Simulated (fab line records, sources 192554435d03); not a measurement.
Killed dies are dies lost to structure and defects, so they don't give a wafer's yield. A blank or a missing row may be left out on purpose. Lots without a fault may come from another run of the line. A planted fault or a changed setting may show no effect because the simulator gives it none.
Split-lot experiment | flow n5_finfet | 7 lots, 21 wafers read, on a route of 1938 steps

THE SPLIT
At N5_SDB_ALD_29 (deposits SiNx, target thk 30 nm, pulse time 1 s, ald cycles 600), the setting ald_cycles was moved away from the recipe's 600 on 4 of the 21 wafers read, by -11.8% to +12.2%. The other wafers ran this setting at the recipe's value.

The reading is taken at the split's own step.

THE READING
SiNx_of_SDB_ALD_29.thk_nm (the simulator's own value, which no gauge read), in nm, at N5_SDB_ALD_29 (deposits SiNx, target thk 30 nm, pulse time 1 s, ald cycles 600). The file gives no usual value for it. The 17 wafers here that ran the recipe average 29.9 nm, standard deviation 0.21 nm.

wafer  | tool, chamber at the split | ald_cycles as run | against the recipe | SiNx_of_SDB_ALD_29.thk_nm, nm | against lot-mates on the recipe
L079.3 | ald_sin-03, 2              | 600               | recipe             | 29.8                          | -
L079.6 | ald_sin-03, 2              | 600               | recipe             | 29.8                          | -
L079.5 | ald_sin-03, 3              | 600               | recipe             | 29.6                          | -
L080.1 | ald_sin-01, 3,0,3          | 600               | recipe             | 30                            | -
L080.5 | ald_sin-01, 3,0,3          | 600               | recipe             | 30                            | -
L080.6 | ald_sin-01, 3,0,3          | 600               | recipe             | 30                            | -
L086.1 | ald_sin-03, 2              | 600               | recipe             | 30.2                          | -
L086.2 | ald_sin-03, 0              | 529               | -11.8%             | 26.2                          | -4.0
L086.3 | ald_sin-03, 1              | 529               | -11.8%             | 26.6                          | -3.6
L087.1 | ald_sin-01, 3              | 600               | recipe             | 30                            | -
L087.4 | ald_sin-01, 0              | 600               | recipe             | 30.2                          | -
L087.5 | ald_sin-01, 0              | 600               | recipe             | 30.2                          | -
L088.1 | ald_sin-03, 3              | 600               | recipe             | 29.4                          | -
L088.3 | ald_sin-03, 0              | 600               | recipe             | 29.8                          | -
L088.6 | ald_sin-03, 0              | 600               | recipe             | 29.8                          | -
L089.2 | ald_sin-04, 3              | 600               | recipe             | 30                            | -
L089.4 | ald_sin-04, 3              | 673               | +12.2%             | 33.4                          | +3.4
L089.6 | ald_sin-04, 0              | 673               | +12.2%             | 33.8                          | +3.8
L093.4 | ald_sin-04, 1              | 600               | recipe             | 29.8                          | -
L093.6 | ald_sin-04, 1              | 600               | recipe             | 29.8                          | -
L093.5 | ald_sin-04, 2              | 600               | recipe             | 30                            | -
Where a row lists several chambers, the file gives one row for several wafers and doesn't say which wafer went through which chamber.

THE FIT
A straight line over all 21 wafers: SiNx_of_SDB_ALD_29.thk_nm changes by +0.3 nm for each +1% of ald_cycles; r = +0.99; the points scatter about the line by 0.22 nm.
The same after taking each lot's own level away (the mean of its wafers on the recipe; 21 wafers): +0.308 nm for each +1%; r = +1.00; scatter 0.15 nm.
On that fit, the largest move of ald_cycles shifts the reading by 3.7 nm.
The lots' own levels span 29.67 to 30.20 nm, that is 2.6 times the standard deviation above.
So the lot-to-lot level changes the slope little: the two slopes agree.
Check: with one of the wafers moved furthest among these (+12.2%) left out of the fit, the line predicts +3.86 nm for it against its lot-mates. It came out at +3.4 nm against them.

OTHER SPLITS ON THESE WAFERS
These wafers also went through other splits before the reading. Each is held against what the fit with the lots' levels taken away leaves over:
other split on the same wafers                    | wafers away from the commonest value | r with SiNx_of_SDB_ALD_29.thk_nm (lot level and that fit taken away)
N5_WELL_APT_EXPOSE_05 dose_mj                     | 6                                    | +0.11
N5_WELL_APT_DEVELOP_07 develop_time_s             | 4                                    | -0.28
N5_PMOS_HMC_CHANNEL_EPI_EXPOSE_06 dose_mj         | 6                                    | +0.28
N5_PMOS_HMC_CHANNEL_EPI_DEVELOP_08 develop_time_s | 10                                   | -0.42
N5_FIN_SAQP_SPACER1_ALD_24 ald_cycles             | 5                                    | +0.12
N5_SD_EPI_N_ETCH_35 time_s                        | 4                                    | +0.38

THE FILE'S OWN FIT
SiNx_of_SDB_ALD_29.thk_nm changes by +0.308 nm for each +1% of ald_cycles, r = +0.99.
